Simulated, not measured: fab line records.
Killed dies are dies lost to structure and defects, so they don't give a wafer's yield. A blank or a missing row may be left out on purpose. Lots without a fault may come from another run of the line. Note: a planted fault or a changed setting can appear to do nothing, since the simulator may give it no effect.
What tool caused it? || flow nand harc || 6 lots with 18 wafers sampled at 5 steps, on a route of 1302 steps

## WHAT THE GAUGES SHOWED, per wafer
NHARC_END_SORT_01.
{"lot": "L990", "measured": "day 27 02:41", "on": "prober-01", "killed at other": "2 1 0"}
{"lot": "L993", "measured": "day 28 07:06", "on": "prober-01", "killed at other": "0 0 1"}
{"lot": "L997", "measured": "day 30 07:48", "on": "prober-01", "killed at other": "1 0 0"}

## WHAT TOOL EACH LOT RAN ON (gives the tool, then ch and the chambers of the sampled wafers, and finally the start)
{"lot": "L989", "NHARC_A_CHANNEL_HOLE_D2_ETCH_21": "har etch-01 ch 0,1, day 15 06:58", "NHARC_A_CHANNEL_HOLE_D2_ETCH_26": "har etch-01 ch 0,1, day 15 10:13", "NHARC_A_CHANNEL_FILL_D2_ALD_02": "ald hk-01 ch 0,1, day 15 12:16", "NHARC_A_CHANNEL_FILL_D2_ALD_14": "ald hk-04 ch 0,1, day 15 19:59"}
{"lot": "L990", "NHARC_A_CHANNEL_HOLE_D2_ETCH_21": "har etch-02 ch 0,1, day 15 13:39", "NHARC_A_CHANNEL_HOLE_D2_ETCH_26": "har etch-02 ch 0,1, day 15 17:00", "NHARC_A_CHANNEL_FILL_D2_ALD_02": "ald hk-04 ch 0,2,3, day 15 19:07", "NHARC_A_CHANNEL_FILL_D2_ALD_14": "ald hk-04 ch 0,3, day 16 02:39"}
{"lot": "L993", "NHARC_A_CHANNEL_HOLE_D2_ETCH_21": "har etch-01 ch 1, day 17 01:35", "NHARC_A_CHANNEL_HOLE_D2_ETCH_26": "har etch-01 ch 1, day 17 04:58", "NHARC_A_CHANNEL_FILL_D2_ALD_02": "ald hk-04 ch 0,1, day 17 07:13", "NHARC_A_CHANNEL_FILL_D2_ALD_14": "ald hk-01 ch 0,1,2, day 17 16:11"}
{"lot": "L997", "NHARC_A_CHANNEL_HOLE_D2_ETCH_21": "har etch-01 ch 0, day 19 11:05", "NHARC_A_CHANNEL_HOLE_D2_ETCH_26": "har etch-01 ch 0, day 19 14:25", "NHARC_A_CHANNEL_FILL_D2_ALD_02": "ald hk-01 ch 0,2,3, day 19 16:40", "NHARC_A_CHANNEL_FILL_D2_ALD_14": "ald hk-04 ch 0,2,3, day 19 23:32"}
{"lot": "L106", "NHARC_A_CHANNEL_HOLE_D2_ETCH_21": "har etch-02 ch 0,1, day 22 03:40", "NHARC_A_CHANNEL_HOLE_D2_ETCH_26": "har etch-02 ch 0,1, day 22 07:02", "NHARC_A_CHANNEL_FILL_D2_ALD_02": "ald hk-04 ch 0,1,3, day 22 09:14", "NHARC_A_CHANNEL_FILL_D2_ALD_14": "ald hk-02 ch 0,2,3, day 22 16:12"}
{"lot": "L105", "NHARC_A_CHANNEL_HOLE_D2_ETCH_21": "har etch-01 ch 0,1, day 22 09:55", "NHARC_A_CHANNEL_HOLE_D2_ETCH_26": "har etch-01 ch 0,1, day 22 13:13", "NHARC_A_CHANNEL_FILL_D2_ALD_02": "ald hk-01 ch 1,3, day 22 15:19", "NHARC_A_CHANNEL_FILL_D2_ALD_14": "ald hk-02 ch 0,1,2, day 22 20:24"}
- NHARC_A_CHANNEL_HOLE_D2_ETCH_21: etches the open film in C4F8/O2/Ar, time 514.3 s, target depth 1600 nm.
- NHARC_A_CHANNEL_HOLE_D2_ETCH_26: etches the open film in C4F8/O2/Ar, time 224.1 s, target depth 300 nm.
- NHARC_A_CHANNEL_FILL_D2_ALD_02: deposits SiO2, target thk 6 nm, pulse time 10 s, ald cycles 60.
- NHARC_A_CHANNEL_FILL_D2_ALD_14: deposits SiO2, target thk 2.5 nm, pulse time 10 s, ald cycles 25.

## THE ANSWER, worked out from the rows above alone
Rule: usual is defined by the lots themselves. Put in order of their means at a reading, lots are off if they are a third of the lots or fewer, leave a main group of 4 or more, and stand apart from it by a gap of 3 or more times the standard deviation of the main group's means; of several such gaps the widest counts. Not used: any main group whose means are identical at the precision the tables above print for the reading. A lot without any number at a reading at which 4 lots or more have one is off too. Where the step has rows for the other lots, those lots are counted as sound.
No lot is off at any reading shown: from this, nothing can be told.

## WHAT HAD BEEN PUT IN BY THE SIMULATOR
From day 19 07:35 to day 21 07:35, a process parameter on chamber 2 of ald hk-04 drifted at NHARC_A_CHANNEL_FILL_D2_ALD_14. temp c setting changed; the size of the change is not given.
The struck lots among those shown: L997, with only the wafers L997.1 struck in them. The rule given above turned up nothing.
